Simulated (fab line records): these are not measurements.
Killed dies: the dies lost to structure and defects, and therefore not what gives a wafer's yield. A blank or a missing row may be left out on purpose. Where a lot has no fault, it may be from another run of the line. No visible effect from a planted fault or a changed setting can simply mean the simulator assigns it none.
Struck lot and sound lot, side by side :: flow nandHarc :: 17 out of 1159 route steps
Sound: these wafers, L995.1, L995.3, L995.4. Struck: wafer L102.4. (L102.6 of the same lot was not struck and is left out.) The cause comes at the end.
At each step with rows: each side's tool, then ch and its chambers, then its first start. Under that, the readings that differ: sound wafers :: struck wafers :: difference of the means :: sigmas: that difference in standard deviations of wafers without a fault.
alike: a reading whose means differ by less than 2 such deviations, as well as words and numbers matching on both sides. not compared: withheld readings; readings where some wafer has no value; bounds like >300 that might hide an equal value; numbers whose values overlap and for which the record gives no deviation.
A row with sigmas, a row that says differs or no value, or rows on one side alone: a step with any of these is where the two part. Non-overlapping numbers with no deviation appear without sigmas and do not part them. A reading that every wafer of one side lacks parts them only if that side has two wafers or more.

NHARC_A_M1_INSPECT_11:
  sound: defectInspect-02 at day 18 09:44; struck: defectInspect-02 at day 20 02:43
  alike: rawDefectCount
NHARC_A_M1_DESCUM_14: chemistry O2, time 3 s.
  sound on rieDiel-08 ch 0,1,3, day 18 09:48; struck on rieDiel-03 ch 2, day 20 02:49
reading: drypumpMotorCurrentA (A)
sound: 5.9 6.3 6.7
struck: 5.3
difference: -1.0
sigmas: -2
  alike: oesProductAu, rfVppV, showerheadPlenumPTorr, throttleValvePct
  not compared: rfHoursCounterH
then, 2 steps without rows for these wafers: NHARC_A_M1_ETCH_35 (etches the open film in N2/H2, target depth 40 nm, overetch 12 nm, time 43.94 s); NHARC_A_M1_ETCH_15 (etches the open film in C4F8/Ar, target depth 182.5 nm, time 91.2 s).
NHARC_A_M1_CD_MEAS_16:
  sound: cdSem-03 at day 18 10:06; struck: cdSem-02 at day 20 03:08
  alike: cdNm
then, 3 steps without rows for these wafers: NHARC_A_M1_STRIP_18 (strips in N2/H2); NHARC_A_M1_ETCH_28 (etches the open film in CF4/N2, target depth 30 nm, time 72.99 s); NHARC_A_M1_STRIP_19 (strips in post etch residue remover, time 600 s).
NHARC_A_M1_DEGAS_29: time 60 s.
  sound: pvdSputter-01 at day 18 10:49; struck: pvdSputter-02 at day 20 03:55
  alike: heaterPowerW
then, 1 step without rows for these wafers: NHARC_A_M1_PRE_CLEAN_30 (time 30 s).
NHARC_A_M1_PVD_20: deposits TaN, target thk 5 nm, time 8.06 s.
  sound on pvdSputter-01; struck on pvdSputter-02
  alike: throttleValvePct
NHARC_A_M1_PVD_21: deposits Cu, target thk 30 nm, time 20.49 s.
  sound on pvdSputter-01; struck on pvdSputter-02
  alike: throttleValvePct
NHARC_A_M1_ECD_22: material Cu, target thk 400 nm.
  sound on ecdCu-01 ch 0,1, day 18 11:13; struck on ecdCu-02 ch 1, day 20 04:25
NHARC_A_M1_ANNEAL_31: time 90 s.
  sound on rtpAnneal-02 ch 0, day 18 11:38; struck on rtpAnneal-01 ch 0, day 20 04:48
reading: wafer_temp_C_max
sound: 225.96 225.83 225.84
struck: 226.46
difference: +0.58
sigmas: +2
NHARC_A_M1_CMP_23: polishes, t overpolish 20 s, target thk 154.34 nm.
  sound on cmp-03 ch 1,2,3, day 18 11:58; struck on cmp-02 ch 3, day 20 04:59
reading: timeToEndpointS (s)
sound: 25.8 27.2 24.3
struck: 10.7
difference: -15.1
sigmas: -7
  alike: motorCurrentA
NHARC_A_M1_THK_MEAS_24: measures by xrf.
  sound: filmMetro-01 at day 18 12:17; struck: filmMetro-01 at day 20 05:18
  alike: thkNm
after that, 1 step had no rows for these wafers: NHARC_END_SORT_01.

== WHERE THEY PART ==
First at NHARC_A_M1_DESCUM_14; last, within this record, at NHARC_A_M1_CMP_23. Later steps at which nothing parts them and some readings are alike: NHARC_A_M1_THK_MEAS_24.

WHY: what had been put in by the simulator
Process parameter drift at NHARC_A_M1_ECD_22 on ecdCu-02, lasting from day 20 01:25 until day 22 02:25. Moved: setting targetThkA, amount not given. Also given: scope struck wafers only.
